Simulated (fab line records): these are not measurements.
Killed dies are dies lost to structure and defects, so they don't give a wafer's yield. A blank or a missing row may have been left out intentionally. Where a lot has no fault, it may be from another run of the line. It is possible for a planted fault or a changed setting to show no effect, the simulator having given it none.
Struck lot and sound lot, side by side	flow nand harc	13 steps out of a route of 1159
Sound: wafers L407.1, L407.4, L407.6. Wafers L418.2, L418.4, L418.6 were the ones struck. The cause is given at the end.
Order at every step that has rows: each side's tool, ch and its chambers, its first start. Under that, the readings that differ: sound wafers	struck wafers	difference of the means	sigmas: that difference in standard deviations of wafers without a fault.
alike: readings whose means differ by less than 2 such deviations, and words and numbers that are the same on both sides. not compared: withheld readings, readings that some wafer has no value for, bounds like >300 that may hide the same value, and numbers for which the record gives no deviation and whose values overlap.
The two part at a step that has a row with sigmas, a row that says differs or no value, or rows on one side only. Numbers that have no deviation but don't overlap get no sigmas and don't part them. A reading missing from all wafers of one side parts the sides only when that side holds two or more wafers.

NHARC_A_ZERO_WELL_INSPECT_17:
  sound on defect inspect-02 at day 7 04:31; struck on defect inspect-02 at day 9 23:00
  alike: raw defect count
then, 3 steps without rows for these wafers: NHARC_A_SOURCE_PLATE_PRECLEAN_00 (cleans in HF-LAST, time 60 s); NHARC_A_SOURCE_PLATE_SRD_01; NHARC_A_SOURCE_PLATE_OXIDE_02 (material SiO2, target thk 10 nm, ox time 1362 s).
NHARC_A_SOURCE_PLATE_THK_MEAS_09: measures by ellipsometry.
  sound on film metro-01 at day 7 09:29; struck on film metro-01 at day 10 06:26
  alike: thk nm
then, 3 steps without rows for these wafers: NHARC_A_SOURCE_PLATE_PVD_04 (deposits WSi2, target thk 50 nm); NHARC_A_SOURCE_PLATE_CVD_03 (deposits poly-Si, target thk 200 nm, time 4000 s); NHARC_A_SOURCE_PLATE_ANNEAL_05 (time 1800 s).
NHARC_A_SOURCE_PLATE_THK_MEAS_06: measures by ellipsometry.
  sound on film metro-02 at day 7 23:55; struck on film metro-01 at day 10 19:32
  alike: thk nm
NHARC_A_SOURCE_PLATE_INSPECT_08:
  sound on defect inspect-02 at day 7 23:59; struck on defect inspect-01 at day 10 19:38
  alike: raw defect count
NHARC_A_ONON_D1_DEP_00: target thk 1000 nm.
  sound on pecvd onon-02 ch 0, day 8 00:04; struck on pecvd onon-02 ch 0, day 10 19:46
  alike: n2 flow sccm
NHARC_A_ONON_D1_THK_MEAS_02: measures by ellipsometry.
  sound on film metro-01 at day 8 00:35; struck on film metro-01 at day 10 20:24
reading	sound	struck	difference	sigmas
thk nm (nm)	985 985 984	1058 1055 1055	+71	+8
  not compared: hold
-- jump in the record: it breaks off in module A_ONON_D1 and resumes in module END (first step shown: number 1159 of the route), and 11 days separate the struck wafers' starts before and after --
NHARC_END_SORT_01:
  here the record holds rows for the struck wafers (prober-02 ch 0, day 22 06:20) but none for the sound ones

== WHERE THEY PART ==
Last at NHARC_END_SORT_01 as far as this record goes, first at NHARC_A_ONON_D1_THK_MEAS_02.

WHY: whatever the simulator had introduced
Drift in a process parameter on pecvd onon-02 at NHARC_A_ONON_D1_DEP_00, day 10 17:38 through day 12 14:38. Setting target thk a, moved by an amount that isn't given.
